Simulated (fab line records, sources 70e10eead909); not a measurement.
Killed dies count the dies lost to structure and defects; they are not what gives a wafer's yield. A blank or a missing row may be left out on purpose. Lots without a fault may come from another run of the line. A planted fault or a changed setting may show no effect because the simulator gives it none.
Chamber matching    flow nand_harc    NHARC_A_STAIRCASE_DESCUM_443 on rie_diel-06 has 4 sister chambers
The step chemistry O2, time 3 s. 4 wafers are shown with their chamber, then 8 later ones without.

## WAFERS WITH THEIR CHAMBER
wafer   chamber  showerhead_plenum_p_Torr (Torr)
L082.2  2        1.88
L082.3  0        1.99
L082.5  1        1.95
L087.3  3        2.07

## WAFERS WHOSE CHAMBER IS MISSING
wafer   showerhead_plenum_p_Torr (Torr)
L087.5  1.87
L087.6  1.94
L091.2  1.94
L091.4  1.98
L091.5  1.87
L096.2  1.97
L096.3  1.86
L096.5  1.86

## WHICH CHAMBER EACH WENT THROUGH
wafer   from the rows above      in truth
L087.5  2                        2
L087.6  1                        1
L091.2  1                        1
L091.4  can't be placed: 0 or 1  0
L091.5  2                        2
L096.2  can't be placed: 0 or 1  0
L096.3  2                        2
L096.5  2                        2
6 of 8 placed correctly. From these rows, 2 cannot be placed; in 2 the true chamber is one of the candidates. Placed wrongly: 0.
How it was worked out, from the rows above alone: a wafer's distance from a chamber is the root of the sum, over the readings, of the square of ((its reading less the chamber's mean) divided by the reading's scatter). The wafer belongs to the nearest chamber; if the next one is less than 2 further off, it can't be placed. Each chamber's mean is taken over the wafers shown for it. The scatter: root of mean squared gap, hidden wafer to nearest shown wafer, with one shown wafer a chamber.
